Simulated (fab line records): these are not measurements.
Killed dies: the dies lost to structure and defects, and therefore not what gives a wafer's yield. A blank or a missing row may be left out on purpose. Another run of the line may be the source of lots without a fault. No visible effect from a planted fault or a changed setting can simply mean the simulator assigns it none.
Lot-split experiment + flow n5_finfet + 7 lots, 21 wafers read, on a route of 1938 steps

== ON THE SPLIT ==
At N5_BEOL_M4_EXPOSE_25 (exposes mask V3, defocus 5 nm), the setting dose_mj was moved away from the recipe's 63 on 4 of the 21 wafers read, by +3.1% to +6.9%. All remaining wafers had this setting at the recipe value.

== FROM THE SPLIT TO THE READING: what the file shows between them, 2 steps ==
- N5_BEOL_M4_PEB_26: peb time 60 s
- N5_BEOL_M4_DEVELOP_27: develop time 30 s

== THE READING ==
cd_nm, in nm, at N5_BEOL_M4_CD_MEAS_28 (target cd 26.2 nm, target cd y 24.1 nm). Typical for fault-free wafers on this fab line: 26.18 nm, with standard deviation 0.23 nm.

| wafer  | tool, chamber at the split | dose_mj as run | against the recipe | cd_nm, nm | against lot-mates on the recipe |
|--------|----------------------------|----------------|--------------------|-----------|---------------------------------|
| L077.2 | euv_scanner-01, 0          | 63             | recipe             | 26.29     | -                               |
| L077.4 | euv_scanner-01, 0          | 63             | recipe             | 26.02     | -                               |
| L077.6 | euv_scanner-01, 0          | 63             | recipe             | 26.34     | -                               |
| L078.3 | euv_scanner-01, 0          | 63             | recipe             | 26.26     | -                               |
| L078.5 | euv_scanner-01, 0          | 64.96          | +3.1%              | 26.76     | +0.57                           |
| L078.6 | euv_scanner-01, 0          | 63             | recipe             | 26.11     | -                               |
| L083.3 | euv_scanner-02, 0          | 67.1           | +6.5%              | 27.19     | +0.82                           |
| L083.4 | euv_scanner-02, 0          | 63             | recipe             | 26.55     | -                               |
| L083.5 | euv_scanner-02, 0          | 63             | recipe             | 26.18     | -                               |
| L085.2 | euv_scanner-02, 0          | 67.33          | +6.9%              | 26.97     | +1.16                           |
| L085.3 | euv_scanner-02, 0          | 63             | recipe             | 25.86     | -                               |
| L085.5 | euv_scanner-02, 0          | 63             | recipe             | 25.77     | -                               |
| L086.3 | euv_scanner-01, 0          | 65.41          | +3.8%              | 26.98     | +0.96                           |
| L086.4 | euv_scanner-01, 0          | 63             | recipe             | 25.87     | -                               |
| L086.6 | euv_scanner-01, 0          | 63             | recipe             | 26.17     | -                               |
| L089.3 | euv_scanner-01, 0          | 63             | recipe             | 26.47     | -                               |
| L089.5 | euv_scanner-01, 0          | 63             | recipe             | 26.05     | -                               |
| L089.6 | euv_scanner-01, 0          | 63             | recipe             | 26.23     | -                               |
| L097.1 | euv_scanner-02, 0          | 63             | recipe             | 26.29     | -                               |
| L097.4 | euv_scanner-02, 0          | 63             | recipe             | 26.35     | -                               |
| L097.5 | euv_scanner-02, 0          | 63             | recipe             | 26.40     | -                               |

THE FIT
A straight line over all 21 wafers: cd_nm changes by +0.145 nm for each +1% of dose_mj; r = +0.83; the points scatter about the line by 0.22 nm.
The same after taking each lot's own level away (the mean of its wafers on the recipe; 21 wafers): +0.163 nm for each +1%; r = +0.92; scatter 0.15 nm.
That fit puts the effect of the largest move of dose_mj on the reading at 1.1 nm.
The lots' own levels span 25.815 to 26.365 nm, that is 2.4 times the standard deviation above.
Hence the slope depends on the lot-to-lot level, as the two fits are not the same.
Check: with one of the wafers moved furthest among these (+6.9%) left out of the fit, the line predicts +1.11 nm for it against its lot-mates. It came out at +1.16 nm against them.

== FILE'S OWN FIT ==
cd_nm changes by +0.165 nm for each +1% of dose_mj, r = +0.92.
